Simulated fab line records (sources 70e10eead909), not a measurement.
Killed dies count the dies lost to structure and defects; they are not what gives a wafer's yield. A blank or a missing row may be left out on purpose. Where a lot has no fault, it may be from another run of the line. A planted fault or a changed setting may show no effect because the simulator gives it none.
fab line records    flow nand_harc
record lots=7  wafers=17  last_day=30
route steps=1302 shown A_ONON_D1@430
lots with no fault: from the same line, run without faults
start_h: start of the lot's first displayed wafer, in hours after the record's first day    wait_h: hours from the lot's prior step to this one    " repeats the value in the row above    L1.1+2: a row that stands for several wafers    - no value present, or no start provided    * or withheld: withheld    < > ~ a bound
route shown NAME@n: names a module that has steps shown in the file, with the first one's number in the route    usual: mean and standard deviation over wafers with no fault    same: alike in all rows    chamber/n: place in a boat    sites: each site's reading    _std_site: the values' standard deviation    _edge_site: mean of outer sites minus mean of inner sites    radius_mm: how far each site lies from the wafer's centre    mask NAME#n: copy n    behind: the tool/chamber that last shaped the wafer    hold: cause of the lot's hold/its duration in hours/its outcome    device: which transistor (n, p or np) failed to switch    end of line: the route-end tests of the same wafers    where a step has no rows: the recipe by itself    killed: count of dies lost to structure and defects at first sort (not the wafer's yield)    map: dies across one wafer; x = killed, . = not, _ = none there
set.NAME: the run value of the setting; set.NAME@STEP: its run value at that earlier step    model.NAME: the simulator's own value behind a step, which no gauge read
lots at selected steps of the route; one table per step, one row per wafer
services: a tool's chamber out of use, with start hour (start_h, from the record's first day; less than 0 if before it), hours out, and reason
## steps
# step NHARC_A_ONON_D1_DEP_09
# recipe target_thk_a=10000  n2_flow_sccm=2750  n2o_flow_sccm=2000  nh3_flow_sccm=500  sih4_flow_sccm=210  temp_c=400
# step NHARC_A_ONON_D1_THK_MEAS_11
# recipe thk_meas_gauge=ellipsometry
# usual thk_nm=996/9.3
lot.wafer  tool           chamber  start_h  wait_h  thk_nm
L737.2     film_metro-01  -        178.32   -       1012
L737.3     "              -        "        "       1012
L737.5     "              -        "        "       1014
L741.3     film_metro-01  -        221.82   -       996
L741.5     "              -        "        "       999
L741.6     "              -        "        "       999
L743.2     film_metro-01  -        237.69   -       994
L744.3     film_metro-01  -        242.33   -       984
L744.6     "              -        "        "       986
L745.2     film_metro-01  -        249.22   -       983
L745.6     "              -        "        "       984
L749.2     film_metro-02  -        296.48   -       1000
L749.4     "              -        "        "       1000
L749.6     "              -        "        "       1000
L751.2     film_metro-02  -        312.66   -       983
L751.3     "              -        "        "       982
L751.6     "              -        "        "       981
# step NHARC_A_ONON_D1_DEP_12
# recipe target_thk_a=10000  n2_flow_sccm=2750  n2o_flow_sccm=2000  nh3_flow_sccm=500  sih4_flow_sccm=210  temp_c=400
# step NHARC_A_ONON_D1_THK_MEAS_14
# recipe thk_meas_gauge=ellipsometry
# usual thk_nm=1001/9.9
lot.wafer  tool           chamber  start_h  wait_h  thk_nm
L737.2     film_metro-02  -        178.88   -       987
L737.3     "              -        "        "       989
L737.5     "              -        "        "       990
L741.3     film_metro-02  -        222.39   -       986
L741.5     "              -        "        "       987
L741.6     "              -        "        "       986
L743.2     film_metro-01  -        238.26   -       1009
L744.3     film_metro-02  -        242.89   -       1002
L744.6     "              -        "        "       1001
L745.2     film_metro-02  -        249.79   -       997
L745.6     "              -        "        "       996
L749.2     film_metro-01  -        297.05   -       999
L749.4     "              -        "        "       997
L749.6     "              -        "        "       998
L751.2     film_metro-01  -        313.22   -       999
L751.3     "              -        "        "       998
L751.6     "              -        "        "       1000
# step NHARC_A_ONON_D1_ANNEAL_15
# recipe temp_c=750  time_s=3600
# step NHARC_A_ONON_D1_DEP_16
# recipe target_thk_a=10000  n2_flow_sccm=2750  n2o_flow_sccm=2000  nh3_flow_sccm=500  sih4_flow_sccm=210  temp_c=400
# step NHARC_A_ONON_D1_THK_MEAS_18
# recipe thk_meas_gauge=ellipsometry
# usual thk_nm=1001/10
lot.wafer  tool           chamber  start_h  wait_h  thk_nm
L737.2     film_metro-01  -        186.67   -       987
L737.3     "              -        "        "       989
L737.5     "              -        "        "       988
L741.3     film_metro-02  -        229.05   -       998
L741.5     "              -        "        "       998
L741.6     "              -        "        "       997
L743.2     film_metro-01  -        246.01   -       1001
L744.3     film_metro-02  -        250.53   -       1003
L744.6     "              -        "        "       1004
L745.2     film_metro-01  -        261.29   -       1004
L745.6     "              -        "        "       1004
L749.2     film_metro-02  -        308.38   -       992
L749.4     "              -        "        "       992
L749.6     "              -        "        "       994
L751.2     film_metro-02  -        321.00   -       1003
L751.3     "              -        "        "       1003
L751.6     "              -        "        "       1003
# step NHARC_A_ONON_D1_DEP_19
# recipe target_thk_a=10000  n2_flow_sccm=2750  n2o_flow_sccm=2000  nh3_flow_sccm=500  sih4_flow_sccm=210  temp_c=400
# step NHARC_A_ONON_D1_THK_MEAS_21
# recipe thk_meas_gauge=ellipsometry
# usual thk_nm=1002/13
lot.wafer  tool           chamber  start_h  wait_h  thk_nm
L737.2     film_metro-02  -        187.24   -       996
L737.3     "              -        "        "       996
L737.5     "              -        "        "       997
L741.3     film_metro-02  -        229.74   -       977
L741.5     "              -        "        "       974
L741.6     "              -        "        "       974
L743.2     film_metro-02  -        246.59   -       1016
L744.3     film_metro-02  -        251.12   -       997
L744.6     "              -        "        "       995
L745.2     film_metro-02  -        261.89   -       1013
L745.6     "              -        "        "       1013
L749.2     film_metro-01  -        308.95   -       1020
L749.4     "              -        "        "       1017
L749.6     "              -        "        "       1018
L751.2     film_metro-01  -        321.57   -       1000
L751.3     "              -        "        "       1001
L751.6     "              -        "        "       999
# step NHARC_A_ONON_D1_DEP_22
# recipe target_thk_a=10000  n2_flow_sccm=2750  n2o_flow_sccm=2000  nh3_flow_sccm=500  sih4_flow_sccm=210  temp_c=400
# step NHARC_A_ONON_D1_THK_MEAS_24
# recipe thk_meas_gauge=ellipsometry
# usual thk_nm=1004/7
lot.wafer  tool           chamber  start_h  wait_h  thk_nm
L737.2     film_metro-01  -        187.80   -       998
L737.3     "              -        "        "       1000
L737.5     "              -        "        "       1000
L741.3     film_metro-01  -        230.31   -       1005
L741.5     "              -        "        "       1007
L741.6     "              -        "        "       1004
L743.2     film_metro-02  -        247.16   -       1004
L744.3     film_metro-02  -        251.68   -       1002
L744.6     "              -        "        "       1001
L745.2     film_metro-01  -        262.45   -       999
L745.6     "              -        "        "       1000
L749.2     film_metro-01  -        309.54   -       1006
L749.4     "              -        "        "       1003
L749.6     "              -        "        "       1006
L751.2     film_metro-01  -        322.13   -       1012
L751.3     "              -        "        "       1012
L751.6     "              -        "        "       1013
# step NHARC_A_ONON_D1_DEP_25
# recipe target_thk_a=10000  n2_flow_sccm=2750  n2o_flow_sccm=2000  nh3_flow_sccm=500  sih4_flow_sccm=210  temp_c=400
lot.wafer   tool           chamber  start_h  wait_h
L737.2+3+5  pecvd_onon-04  0        187.91   0.1
L741.3+5+6  pecvd_onon-02  0        230.48   0.2
L743.2      pecvd_onon-04  0        247.27   0.1
L744.3+6    pecvd_onon-04  0        251.85   0.2
L745.2+6    pecvd_onon-04  0        262.57   0.1
L749.2+4+6  pecvd_onon-01  0        309.65   0.1
L751.2+3+6  pecvd_onon-02  0        322.24   0.1
# step NHARC_A_ONON_D1_THK_MEAS_27
# recipe thk_meas_gauge=ellipsometry
# usual thk_nm=1002/8.7
lot.wafer  tool           chamber  start_h  wait_h  thk_nm
L737.2     film_metro-02  -        188.37   -       1000
L737.3     "              -        "        "       1001
L737.5     "              -        "        "       1002
L741.3     film_metro-01  -        230.87   -       994
L741.5     "              -        "        "       992
L741.6     "              -        "        "       994
L743.2     film_metro-01  -        247.73   -       922
L744.3     film_metro-01  -        252.25   -       935
L744.6     "              -        "        "       932
L745.2     film_metro-01  -        263.03   -       931
L745.6     "              -        "        "       931
L749.2     film_metro-01  -        310.10   -       1006
L749.4     "              -        "        "       1003
L749.6     "              -        "        "       1002
L751.2     film_metro-01  -        322.69   -       999
L751.3     "              -        "        "       998
L751.6     "              -        "        "       999
# step NHARC_A_ONON_D1_DEP_28
# recipe target_thk_a=10000  n2_flow_sccm=2750  n2o_flow_sccm=2000  nh3_flow_sccm=500  sih4_flow_sccm=210  temp_c=400
## services
tool           chamber  start_h  hours  kind
pecvd_onon-01  -        165.60   1.6    repair
pecvd_onon-02  -        185.26   13.0   pm
pecvd_onon-01  -        269.08   13.0   pm
pecvd_onon-04  -        311.00   13.0   pm
## key
first_sign step=NHARC_A_ONON_D1_THK_MEAS_27  reading=thk_nm  direction=down  sigmas=8.3  usual=1002  struck=930
effect none on later readings
met_at NHARC_A_ONON_D1_DEP_25
struck_wafers L743.2,L744.3,L744.6,L745.2,L745.6
sort_left_out L743.2,L744.3,L744.6,L745.2,L745.6
tester_left_out L743,L744,L745
onset_between 187.91 247.27
fault kind=process_parameter_drift  tool=pecvd_onon-04  chamber=-  onset_h=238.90  steps=NHARC_A_ONON_D1_DEP_25  channel=target_thk_a  offset=*  shape=step  acts_in=*  stated=*
# tester_left_out: of these lots the tester's yield and bins aren't shown, on N5 and GAA mostly nor the transistor test; their killed dies are dies lost to structure and defects alone, not to doping, threshold or leakage, so they don't give the yield
# sort_left_out: the simulated sort isn't trusted on such a fault, so these wafers' sort isn't shown, and their yield isn't known
